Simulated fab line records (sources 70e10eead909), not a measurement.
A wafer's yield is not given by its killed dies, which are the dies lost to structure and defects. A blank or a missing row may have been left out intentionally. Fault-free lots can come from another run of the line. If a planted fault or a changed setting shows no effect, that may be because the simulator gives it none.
Which tool did it? ; flow nand harc ; 6 lots (18 wafers sampled), 1 step of a 1302-step route

== WHAT EACH GAUGE READ, for each wafer ==
NHARC_A_ONON_D1_THK_MEAS_24: measures by ellipsometry.
lot;measured;on;thk nm (nm)
L441;day 10 01:25;film metro-01;979 979 981
L443;day 11 08:01;film metro-01;1012 1012 1011
L445;day 11 21:38;film metro-02;998 999 999
L449;day 13 10:05;film metro-02;977 979 981
L456;day 16 08:17;film metro-01;992 991 989
L459;day 18 04:41;film metro-02;988 988 988

== EACH LOT AND THE TOOL THAT RAN IT (in order: tool; ch and the chambers of the sampled wafers; start) ==
Record: no process step prior to these readings.

== THE ANSWER, worked out from the rows above alone ==
Rule: usual is defined by the lots themselves. Put in order of their means at a reading, lots are off if they are a third of the lots or fewer, leave a main group of 4 or more, and stand apart from it by a gap of 3 or more times the standard deviation of the main group's means; of several such gaps the widest counts. Not used: any main group whose means are identical at the precision the tables above print for the reading. A lot without any number at a reading at which 4 lots or more have one is off too. All remaining lots with rows at the step are treated as sound.
No lot is off on any of the readings shown, so nothing can be concluded from this.

== WHAT THE SIMULATOR HAD PUT IN ==
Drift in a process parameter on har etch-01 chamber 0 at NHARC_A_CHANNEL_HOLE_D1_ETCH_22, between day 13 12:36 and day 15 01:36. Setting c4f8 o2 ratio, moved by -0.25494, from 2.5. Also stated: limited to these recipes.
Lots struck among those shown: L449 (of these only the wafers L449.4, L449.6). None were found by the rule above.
